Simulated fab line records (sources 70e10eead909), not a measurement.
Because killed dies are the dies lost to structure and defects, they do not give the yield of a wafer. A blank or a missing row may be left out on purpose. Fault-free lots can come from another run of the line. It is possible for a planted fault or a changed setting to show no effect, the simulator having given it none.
Comparing a struck lot with a sound one    flow nand harc    40 out of 1302 route steps
Sound: the wafers L678.1, L678.2, L678.5. Struck: wafer L667.5. (L667.1, L667.3 of the same lot were not struck and are left out.) The cause comes at the end.
Per side, at each step with rows, come the tool, then ch with its chambers, and then its first start. Under that, the readings that differ: sound wafers    struck wafers    difference of the means    sigmas: that difference in standard deviations of wafers without a fault.
alike: readings with means less than 2 such deviations apart, plus words and numbers identical on both sides. not compared: withheld readings, readings lacking a value on some wafer, bounds such as >300 that could conceal the same value, and numbers that have no deviation in the record and whose values overlap.
The two part at a step that has a row with sigmas, a row that says differs or no value, or rows on one side only. When numbers do not overlap yet have no deviation, they are printed without sigmas and do not part them. Lack of a reading on every wafer of one side parts them only where that side has two or more wafers.

first, 2 steps without rows for these wafers: NHARC_P_M1_PRE_CLEAN_30 (time 30 s); NHARC_P_M1_PVD_20 (deposits TaN, target thk 5 nm, time 8.06 s).
NHARC_P_M1_PVD_21: deposits Cu, target thk 30 nm, time 20.49 s.
  sound on pvd sputter-01; struck on pvd sputter-02
  alike: throttle valve pct
then, 2 steps without rows for these wafers: NHARC_P_M1_ECD_22 (material Cu, target thk 400 nm); NHARC_P_M1_ANNEAL_31 (time 90 s).
NHARC_P_M1_CMP_23: polishes, t overpolish 20 s, target thk 157.82 nm.
  sound on cmp-01 ch 0,2,3, day 13 02:19; struck on cmp-02 ch 3, day 8 17:11
  alike: edge zone pressure frac, motor current A, retaining ring pressure frac, time to endpoint s
NHARC_P_M1_THK_MEAS_24: measures by xrf.
  sound on film metro-02 at day 13 02:35; struck on film metro-01 at day 8 17:27
reading      sound              struck  difference  sigmas
thk nm (nm)  161.7 159.7 160.8  157.2   -3.5        -3
following that, these wafers have no rows for 1 step: NHARC_P_M1_SRD_25.
NHARC_P_M1_INSPECT_27:
  sound on defect inspect-01 at day 13 02:44; struck on defect inspect-01 at day 8 17:36
  alike: raw defect count
NHARC_P_M1_PRE_CLEAN_32: time 12 s.
  sound on pecvd-02 ch 0,1, day 13 02:48; struck on pecvd-02 ch 2, day 8 17:40
  alike: heater power w
NHARC_P_M1_DEP_33: deposits SiCN, target thk 30 nm.
  sound on pecvd-02 ch 0,1, day 13 02:53; struck on pecvd-02 ch 2, day 8 17:45
  alike: heater power w
NHARC_P_M2_DEP_00: deposits SiOC, target thk 182.5 nm.
  sound on pecvd-04 ch 1,2, day 13 03:17; struck on pecvd-04 ch 0,2, day 8 18:13
then, 9 steps without rows for these wafers: NHARC_P_M2_DEHYDRATE_01 (time 120 s); NHARC_P_M2_HMDS_02 (time 30 s); NHARC_P_M2_COAT_34 (time 65 s); NHARC_P_M2_COAT_03 (resist thk 90 nm); NHARC_P_M2_SOFTBAKE_04 (time 55 s); NHARC_P_M2_EBR_05; NHARC_P_M2_EXPOSE_06 (exposes mask P M2, target cd 170 nm); NHARC_P_M2_PEB_07 (peb time 65 s); NHARC_P_M2_DEVELOP_08 (develop time 35 s).
NHARC_P_M2_CD_MEAS_09: the cd target is 170 nm.
  sound on cd sem-03 ch 0, day 13 04:09; struck on cd sem-02 ch 0, day 8 19:00
  alike: cd nm
NHARC_P_M2_OVL_MEAS_10: pitch 340 nm.
  sound on overlay-01 at day 13 04:14; struck on overlay-01 at day 8 19:05
reading            sound        struck  difference  sigmas
overlay x nm (nm)  1.0 1.3 0.7  -1.5    -2.5        -3
  alike: overlay y nm
NHARC_P_M2_INSPECT_11:
  sound on defect inspect-02 at day 13 04:16; struck on defect inspect-01 at day 8 19:07
  alike: raw defect count
then, 3 steps without rows for these wafers: NHARC_P_M2_DESCUM_14 (chemistry O2, time 3 s); NHARC_P_M2_ETCH_35 (etches the open film in N2/H2, target depth 40 nm, overetch 12 nm, time 43.94 s); NHARC_P_M2_ETCH_15 (etches the open film in C4F8/Ar, target depth 182.5 nm, time 91.2 s).
NHARC_P_M2_CD_MEAS_16:
  sound on cd sem-02 at day 13 04:39; struck on cd sem-01 at day 8 19:29
  alike: cd nm
then, 4 steps without rows for these wafers: NHARC_P_M2_STRIP_18 (strips in N2/H2); NHARC_P_M2_ETCH_28 (etches the open film in CF4/N2, target depth 30 nm, time 72.99 s); NHARC_P_M2_STRIP_19 (strips in post etch residue remover, time 600 s); NHARC_P_M2_DEGAS_29 (time 60 s).
NHARC_P_M2_PRE_CLEAN_30: time 30 s.
  sound on pvd sputter-03; struck on pvd sputter-01
  alike: heater power w
then, 6 steps without rows for these wafers: NHARC_P_M2_PVD_20 (deposits TaN, target thk 5 nm, time 8.06 s); NHARC_P_M2_PVD_21 (deposits Cu, target thk 30 nm, time 20.49 s); NHARC_P_M2_ECD_22 (material Cu, target thk 400 nm); NHARC_P_M2_ANNEAL_31 (time 90 s); NHARC_P_M2_CMP_23 (polishes, t overpolish 20 s, target thk 144.3 nm); NHARC_P_M2_SRD_25.
-- the record jumps here: 19 days lie between the struck wafers' starts before and after (it left off in module P_M2 and takes up again in module END, whose first step shown is number 1302 of the route) --
NHARC_END_SORT_01:
  here the record holds rows for the struck wafers (prober-02 ch 0, day 27 12:32) but none for the sound ones

## WHERE THEY PART
First at NHARC_P_M1_THK_MEAS_24; last, within this record, at NHARC_END_SORT_01.

WHY: the cause the simulator had injected
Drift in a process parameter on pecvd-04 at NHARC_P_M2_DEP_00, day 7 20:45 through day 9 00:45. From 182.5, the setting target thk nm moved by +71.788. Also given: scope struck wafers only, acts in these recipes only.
